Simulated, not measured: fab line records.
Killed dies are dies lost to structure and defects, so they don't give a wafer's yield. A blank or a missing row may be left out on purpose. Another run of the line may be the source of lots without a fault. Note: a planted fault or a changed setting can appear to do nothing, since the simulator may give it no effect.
Matching of chambers | flow nand_harc | NHARC_A_WL_FILL_CMP_12 on cmp-02: 4 sister chambers
The step polishes, t overpolish 30 s, target thk 100 nm. 4 wafers are shown with their chamber, then 8 later ones without.

== WAFERS, EACH WITH ITS CHAMBER ==
wafer  | chamber | motor_current_A (A)
L081.6 | 3       | 12.6
L082.2 | 0       | 11.2
L087.3 | 1       | 10.8
L089.3 | 2       | 12.8

== WAFERS WITHOUT THEIR CHAMBER ==
wafer  | motor_current_A (A)
L089.4 | 12.2
L089.6 | 12.8
L090.2 | 13.3
L090.4 | 11.7
L090.5 | 11.8
L094.1 | 10.6
L094.2 | 13.0
L094.3 | 13.5

== THE CHAMBER EACH PASSED THROUGH ==
wafer  | from the rows above               | in truth
L089.4 | can't be placed: 3 or 2 or 0      | 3
L089.6 | can't be placed: 2 or 3           | 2
L090.2 | can't be placed: 2 or 3           | 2
L090.4 | can't be placed: 0 or 1 or 3 or 2 | 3
L090.5 | can't be placed: 0 or 3 or 1 or 2 | 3
L094.1 | can't be placed: 1 or 0           | 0
L094.2 | can't be placed: 2 or 3           | 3
L094.3 | can't be placed: 2 or 3           | 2
0 of 8 placed correctly. Unplaceable from these rows: 8, with the true chamber sitting among the candidates in 8. Placed wrongly: 0.
How it was worked out, from the rows above alone: a wafer's distance from a chamber is the root of the sum, over the readings, of the square of ((its reading less the chamber's mean) divided by the reading's scatter). The wafer belongs to the nearest chamber; if the next one is less than 2 further off, it can't be placed. For every chamber, the mean is computed from those of its wafers that are shown. The scatter: with one shown wafer a chamber, the root of the mean of the squares of how far each hidden wafer lies from its nearest shown one.
